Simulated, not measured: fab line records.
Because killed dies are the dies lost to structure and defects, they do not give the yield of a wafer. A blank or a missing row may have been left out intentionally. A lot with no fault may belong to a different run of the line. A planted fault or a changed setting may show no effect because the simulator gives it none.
Chamber matching :: flow n5Finfet :: aldHk-03 running N5_HKMG_FIN_ALD_75: 4 sister chambers
The step deposits Al2O3, target thk 1 nm, co reactant pulse time 1 s. 8 wafers are shown with their chamber, then 10 later ones without.

== WAFERS, EACH WITH ITS CHAMBER ==
wafer: L080.3
chamber: 0
heaterPowerOuterW (W): 78
heaterPowerW (W): 144

wafer: L080.5
chamber: 0
heaterPowerOuterW (W): 75
heaterPowerW (W): 147

wafer: L082.3
chamber: 1
heaterPowerOuterW (W): 87
heaterPowerW (W): 171

wafer: L083.5
chamber: 3
heaterPowerOuterW (W): 100
heaterPowerW (W): 181

wafer: L088.1
chamber: 3
heaterPowerOuterW (W): 99
heaterPowerW (W): 177

wafer: L088.3
chamber: 1
heaterPowerOuterW (W): 89
heaterPowerW (W): 161

wafer: L094.1
chamber: 2
heaterPowerOuterW (W): 76
heaterPowerW (W): 143

wafer: L094.5
chamber: 2
heaterPowerOuterW (W): 77
heaterPowerW (W): 147

== WAFERS WITH NO CHAMBER GIVEN ==
wafer: L094.6
heaterPowerOuterW (W): 88
heaterPowerW (W): 168

wafer: L095.2
heaterPowerOuterW (W): 88
heaterPowerW (W): 165

wafer: L095.3
heaterPowerOuterW (W): 78
heaterPowerW (W): 144

wafer: L095.4
heaterPowerOuterW (W): 101
heaterPowerW (W): 178

wafer: L096.2
heaterPowerOuterW (W): 76
heaterPowerW (W): 140

wafer: L096.4
heaterPowerOuterW (W): 75
heaterPowerW (W): 146

wafer: L096.6
heaterPowerOuterW (W): 100
heaterPowerW (W): 182

wafer: L097.3
heaterPowerOuterW (W): 88
heaterPowerW (W): 166

wafer: L097.5
heaterPowerOuterW (W): 87
heaterPowerW (W): 164

wafer: L097.6
heaterPowerOuterW (W): 80
heaterPowerW (W): 142

== EACH ONE'S CHAMBER ==
wafer: L094.6
from the rows above: 1
in truth: 1

wafer: L095.2
from the rows above: 1
in truth: 1

wafer: L095.3
from the rows above: can't be placed: 2 or 0
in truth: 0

wafer: L095.4
from the rows above: 3
in truth: 3

wafer: L096.2
from the rows above: can't be placed: 2 or 0
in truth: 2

wafer: L096.4
from the rows above: can't be placed: 0 or 2
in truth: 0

wafer: L096.6
from the rows above: 3
in truth: 3

wafer: L097.3
from the rows above: 1
in truth: 1

wafer: L097.5
from the rows above: 1
in truth: 1

wafer: L097.6
from the rows above: can't be placed: 2 or 0
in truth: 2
Placed correctly: 6 of 10. Unplaceable from these rows: 4, with the true chamber sitting among the candidates in 4. Wrongly placed: 0.
How it was worked out, from the rows above alone: a wafer's distance from a chamber is the root of the sum, over the readings, of the square of ((its reading less the chamber's mean) divided by the reading's scatter). If the next closest chamber is less than 2 further off than the closest, the wafer can't be placed; otherwise it belongs to the closest. For every chamber, the mean is computed from those of its wafers that are shown. The scatter: take each reading less its chamber's mean, square it, sum over the shown wafers, divide by the number of wafers less the number of chambers, and take the root.
